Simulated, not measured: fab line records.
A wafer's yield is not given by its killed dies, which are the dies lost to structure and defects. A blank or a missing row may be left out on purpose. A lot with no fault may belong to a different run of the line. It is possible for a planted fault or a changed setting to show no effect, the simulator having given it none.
Matching of chambers :: flow nand harc :: 4 sister chambers for NHARC_P_GATE_DESCUM_48 on rie diel-13
The step chemistry O2, time 3 s. 16 wafers are shown with their chamber, then 8 later ones without.

## EACH WAFER AND ITS CHAMBER
wafer: L394.2
chamber: 0
showerhead plenum p Torr (Torr): 1.84
drypump motor current A (A): 6.1
oes product au (a.u.): 1.019

wafer: L394.3
chamber: 3
showerhead plenum p Torr (Torr): 1.78
drypump motor current A (A): 4.8
oes product au (a.u.): 1.011

wafer: L394.4
chamber: 2
showerhead plenum p Torr (Torr): 1.78
drypump motor current A (A): 5.8
oes product au (a.u.): 0.995

wafer: L396.1
chamber: 0
showerhead plenum p Torr (Torr): 1.84
drypump motor current A (A): 6.1
oes product au (a.u.): 1.015

wafer: L396.5
chamber: 1
showerhead plenum p Torr (Torr): 2.02
drypump motor current A (A): 6.0
oes product au (a.u.): 1.000

wafer: L396.6
chamber: 0
showerhead plenum p Torr (Torr): 1.84
drypump motor current A (A): 6.1
oes product au (a.u.): 1.009

wafer: L395.2
chamber: 2
showerhead plenum p Torr (Torr): 1.78
drypump motor current A (A): 5.8
oes product au (a.u.): 0.986

wafer: L395.4
chamber: 3
showerhead plenum p Torr (Torr): 1.78
drypump motor current A (A): 4.8
oes product au (a.u.): 0.997

wafer: L395.5
chamber: 2
showerhead plenum p Torr (Torr): 1.78
drypump motor current A (A): 5.8
oes product au (a.u.): 0.998

wafer: L406.2
chamber: 1
showerhead plenum p Torr (Torr): 2.01
drypump motor current A (A): 5.9
oes product au (a.u.): 0.999

wafer: L406.3
chamber: 2
showerhead plenum p Torr (Torr): 1.78
drypump motor current A (A): 5.8
oes product au (a.u.): 0.991

wafer: L406.6
chamber: 1
showerhead plenum p Torr (Torr): 2.01
drypump motor current A (A): 5.9
oes product au (a.u.): 1.003

wafer: L411.1
chamber: 0
showerhead plenum p Torr (Torr): 1.84
drypump motor current A (A): 6.1
oes product au (a.u.): 1.028

wafer: L411.2
chamber: 1
showerhead plenum p Torr (Torr): 2.01
drypump motor current A (A): 5.9
oes product au (a.u.): 1.001

wafer: L411.3
chamber: 2
showerhead plenum p Torr (Torr): 1.78
drypump motor current A (A): 5.8
oes product au (a.u.): 0.994

wafer: L410.3
chamber: 1
showerhead plenum p Torr (Torr): 2.01
drypump motor current A (A): 5.9
oes product au (a.u.): 1.001

SIGNATURES (means of the wafers above)
reading: showerhead plenum p Torr
chamber 0: 1.8400
chamber 1: 2.0120
chamber 2: 1.7800
chamber 3: 1.7800
scatter within a chamber: 0.00258

reading: drypump motor current A
chamber 0: 6.100
chamber 1: 5.920
chamber 2: 5.800
chamber 3: 4.800
scatter within a chamber: 0.0258

reading: oes product au
chamber 0: 1.01775
chamber 1: 1.00080
chamber 2: 0.99280
chamber 3: 1.00400
scatter within a chamber: 0.00563
Rule: a wafer lies at a distance from a chamber equal to the root of the sum of squares, over the readings, of (its reading less the chamber's mean, divided by the reading's scatter). If the next closest chamber is less than 2 further off than the closest, the wafer can't be placed; otherwise it belongs to the closest. How the scatter is found: for the shown wafers, subtract from each reading the mean of its chamber, square and add these, divide the total by (wafers less chambers), then take the root.

## WAFERS MISSING THEIR CHAMBER
wafer: L410.4
showerhead plenum p Torr (Torr): 1.78
drypump motor current A (A): 5.8
oes product au (a.u.): 0.983

wafer: L410.5
showerhead plenum p Torr (Torr): 1.84
drypump motor current A (A): 6.1
oes product au (a.u.): 1.023

wafer: L412.2
showerhead plenum p Torr (Torr): 1.78
drypump motor current A (A): 5.8
oes product au (a.u.): 0.997

wafer: L412.4
showerhead plenum p Torr (Torr): 2.01
drypump motor current A (A): 5.9
oes product au (a.u.): 0.991

wafer: L412.6
showerhead plenum p Torr (Torr): 2.01
drypump motor current A (A): 5.9
oes product au (a.u.): 0.988

wafer: L413.2
showerhead plenum p Torr (Torr): 2.01
drypump motor current A (A): 5.9
oes product au (a.u.): 1.000

wafer: L413.3
showerhead plenum p Torr (Torr): 1.84
drypump motor current A (A): 6.1
oes product au (a.u.): 1.019

wafer: L413.4
showerhead plenum p Torr (Torr): 1.78
drypump motor current A (A): 5.8
oes product au (a.u.): 0.993

## WHICH CHAMBER EACH ONE RAN IN
wafer: L410.4
from the rows above: 2
in truth: 2

wafer: L410.5
from the rows above: 0
in truth: 0

wafer: L412.2
from the rows above: 2
in truth: 2

wafer: L412.4
from the rows above: 1
in truth: 1

wafer: L412.6
from the rows above: 1
in truth: 1

wafer: L413.2
from the rows above: 1
in truth: 1

wafer: L413.3
from the rows above: 0
in truth: 0

wafer: L413.4
from the rows above: 2
in truth: 2
Correctly placed: 8 of 8. Number that these rows cannot place: 0. Placed wrongly: 0.
